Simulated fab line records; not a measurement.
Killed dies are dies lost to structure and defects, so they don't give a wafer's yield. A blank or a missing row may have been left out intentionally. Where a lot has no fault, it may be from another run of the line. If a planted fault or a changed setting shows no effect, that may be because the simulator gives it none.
A struck lot beside a sound one	flow nandHarc	14 steps out of a route of 1159
Sound: these wafers, L203.1, L203.2, L203.4. Struck: wafers L186.2, L186.3, L186.4. At the end, the cause is stated.
Each step with rows lists, per side, the tool, then ch with its chambers, then its first start. Under that, the readings that differ: sound wafers	struck wafers	difference of the means	sigmas: that difference in standard deviations of wafers without a fault.
alike: a reading whose means differ by less than 2 such deviations, as well as words and numbers matching on both sides. not compared: withheld readings; readings where some wafer has no value; bounds like >300 that might hide an equal value; numbers whose values overlap and for which the record gives no deviation.
The two part at a step that has a row with sigmas, a row that says differs or no value, or rows on one side only. Numbers that don't overlap but have no deviation are shown without sigmas and don't part them. Lack of a reading on every wafer of one side parts them only where that side has two or more wafers.

NHARC_A_CONTACT_STRIP_55: strips in O2.
  sound: rieDiel-01 ch 0,1,3; struck: rieDiel-01 ch 0,2,3
reading	sound	struck	difference	sigmas
rfHoursCounterH (h)	33 34 33	13 13 12	-21	
  alike: drypumpMotorCurrentA, oesProductAu, rfVppV, showerheadPlenumPTorr, throttleValvePct
then, 1 step without rows for these wafers: NHARC_A_CONTACT_STRIP_56 (strips in post etch residue remover, time 600 s).
NHARC_A_CONTACT_DEP_57: deposits aC, target thk 2800 nm.
  sound on aclDep-02 ch 0, day 21 10:36; struck on aclDep-02 ch 0, day 18 00:02
  alike: throttleValvePct
NHARC_A_CONTACT_DEP_58: deposits SiON, target thk 60 nm.
  sound on pecvd-02 ch 0,1, day 21 12:20; struck on pecvd-03 ch 0,2, day 18 01:29
  alike: heaterPowerW
then, 8 steps without rows for these wafers: NHARC_A_CONTACT_DEHYDRATE_59 (time 120 s); NHARC_A_CONTACT_HMDS_60 (time 30 s); NHARC_A_CONTACT_COAT_61 (time 75 s); NHARC_A_CONTACT_COAT_62 (time 65 s); NHARC_A_CONTACT_COAT_63 (resist thk 90 nm); NHARC_A_CONTACT_SOFTBAKE_64 (time 55 s); NHARC_A_CONTACT_EBR_65; NHARC_A_CONTACT_EXPOSE_66 (exposes mask A CC 2).
NHARC_A_CONTACT_PEB_67: peb time 65 s.
  sound on lithoTrack-01 ch 0, day 21 12:58; struck on lithoTrack-04, day 18 02:01
  no value came back on the struck wafers for chillPlateTempC (C), exhaustPa (Pa); on the sound wafers chillPlateTempC (C) reads 23.07 23.05 22.89
then, 1 step without rows for these wafers: NHARC_A_CONTACT_DEVELOP_68 (develop time 35 s).

== WHERE THEY PART ==
Within this record, at NHARC_A_CONTACT_PEB_67 only.

WHY: the cause the simulator had injected
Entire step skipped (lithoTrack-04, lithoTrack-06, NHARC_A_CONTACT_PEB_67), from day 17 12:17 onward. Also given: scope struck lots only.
